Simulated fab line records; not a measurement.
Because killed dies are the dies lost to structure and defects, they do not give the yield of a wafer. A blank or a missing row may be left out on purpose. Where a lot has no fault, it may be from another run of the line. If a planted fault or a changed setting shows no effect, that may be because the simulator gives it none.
3 desks, one fault / flow n5 finfet / what lay behind the numbers comes last; until then each desk has only its own

## THE TOOL OWNER'S DESK: rie diel-03
The tool's own readings at N5_BEOL_M0_SAQP_STRIP_75 (strips in CF4): means of the sampled wafers that have a number, for each lot that ran on this tool. Any lot whose mean is over 4 standard deviations away from the usual mean is out of limits and marked OUT; that distance is given in the brackets.
Columns: A = bias power w at N5_BEOL_M0_SAQP_STRIP_75, usual 74.95 W; B = drypump motor current A at N5_BEOL_M0_SAQP_STRIP_75, usual 5.9 A; C = oes product au at N5_BEOL_M0_SAQP_STRIP_75, usual 0.186 a.u.; D = rf vpp V at N5_BEOL_M0_SAQP_STRIP_75, usual 271.5 V; E = showerhead plenum p Torr at N5_BEOL_M0_SAQP_STRIP_75, usual 1.81 Torr; F = throttle valve pct at N5_BEOL_M0_SAQP_STRIP_75, usual 13.5 %
lot=L662; first seen here=day 5 20:20; A=74.78; B=6.2; C=0.178; D=273.1; E=1.87; F=13.8
lot=L666; first seen here=day 6 18:02; A=74.98; B=6.3; C=0.194; D=271.4; E=1.84; F=13.5
lot=L667; first seen here=day 7 04:59; A=74.73; B=6.2; C=0.189; D=272.4; E=1.84; F=13.6
lot=L670; first seen here=day 7 19:34; A=74.88; B=6.2; C=0.174; D=272.7; E=1.87; F=13.7
lot=L675; first seen here=day 9 03:09; A=75.05; B=6.3; C=0.199; D=270.4; E=1.80; F=13.4
lot=L679; first seen here=day 10 01:43; A=74.94; B=6.0; C=0.192; D=271.7; E=1.79; F=13.4
Result from this desk: across the 6 lots, nothing is out of limits.

## THE DEFECT DESK
For each lot, the counts of the inspections along the route, averaged over the sampled wafers that have a number. Any lot whose mean is over 4 standard deviations away from the usual mean is out of limits and marked OUT; that distance is given in the brackets.
Columns: A = raw defect count at N5_BEOL_M0_CUTY_INSPECT_59, usual 2.1
lot=L662; first seen here=day 5 20:47; A=3.7
lot=L666; first seen here=day 6 18:22; A=2.0
lot=L667; first seen here=day 7 05:18; A=2.0
lot=L670; first seen here=day 7 20:01; A=1.7
lot=L675; first seen here=day 9 03:28; A=283.0 (+99 or more) OUT
lot=L679; first seen here=day 10 02:09; A=270.7 (+99 or more) OUT
lot=L681; first seen here=day 10 11:57; A=2.0
lot=L682; first seen here=day 10 19:55; A=2.0
lot=L685; first seen here=day 11 14:26; A=2.3
This desk finds L675, L679 out of limits, L675 being first, at day 9 03:28 (raw defect count at N5_BEOL_M0_CUTY_INSPECT_59). Within limits: L662, L666, L667, L670, L681, L682, L685.

## AT THE METROLOGY DESK
What the gauges read for every lot (on any tool): the sampled wafers with a number, averaged. Any lot whose mean is over 4 standard deviations away from the usual mean is out of limits and marked OUT; that distance is given in the brackets. It has 12 readings; the 7 that lie furthest out on some lot are the ones shown.
Columns: A = DIBL_N at N5_BEOL_M4_RC_MEAS_101, usual 36.5 mV/V; B = DIBL_P at N5_BEOL_M4_RC_MEAS_101, usual 36.5 mV/V; C = IOFF_P at N5_BEOL_M4_RC_MEAS_101, usual 0.219 nA/um; D = ION_N at N5_BEOL_M4_RC_MEAS_101, usual 675 uA/um; E = SS_N at N5_BEOL_M4_RC_MEAS_101, usual 71.5 mV/dec; F = SS_P at N5_BEOL_M4_RC_MEAS_101, usual 73.4 mV/dec; G = VT_P at N5_BEOL_M4_RC_MEAS_101, usual -250 mV
lot=L662; first seen here=day 5 19:04; A=36.9; B=36.6; C=0.203; D=667; E=71.5; F=72.8; G=-249
lot=L666; first seen here=day 6 16:49; A=37.6; B=38.2; C=0.226; D=687; E=72.2; F=73.4; G=-250
lot=L667; first seen here=day 7 03:35; A=36.4; B=35.3; C=0.195; D=676; E=71.5; F=73.4; G=-254
lot=L670; first seen here=day 7 18:32; A=35.1; B=34.3; C=0.223; D=671; E=71.5; F=72.8; G=-247
lot=L675; first seen here=day 9 02:05; A=35.6; B=36.9; C=0.262; D=672; E=72.3; F=73.4; G=-245
lot=L679; first seen here=day 10 00:04; A=37.3; B=37.9; C=0.251; D=681; E=71.7; F=73.6; G=-247
lot=L681; first seen here=day 10 10:26; A=37.7; B=37.8; C=0.232; D=686; E=71.6; F=73.5; G=-250
lot=L682; first seen here=day 10 17:37; A=38.4; B=37.8; C=0.244; D=677; E=71.4; F=74.2; G=-247
lot=L685; first seen here=day 11 12:43; A=36.2; B=35.4; C=0.219; D=664; E=72.1; F=73.3; G=-250
Result from this desk: across the 9 lots, nothing is out of limits.

## PUT TOGETHER
The defect desk could have raised an alarm at day 9 03:28, on L675, L679.
Nothing out of limits was seen by the tool owner's desk.
Nothing out of limits was seen by the metrology desk.
The tool owner's desk has L675, L679 on record, within its limits.
The metrology desk has L675, L679 on record, within its limits.
The lots listed all ran N5_BEOL_M0_SAQP_STRIP_75 on rie diel-03.

## WHAT HAD BEEN PUT IN BY THE SIMULATOR
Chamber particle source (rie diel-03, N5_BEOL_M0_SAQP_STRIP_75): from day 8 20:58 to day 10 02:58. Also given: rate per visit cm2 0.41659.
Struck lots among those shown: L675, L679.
Hours from the fault's start to each desk's first reading out of limits: the defect desk, 6.
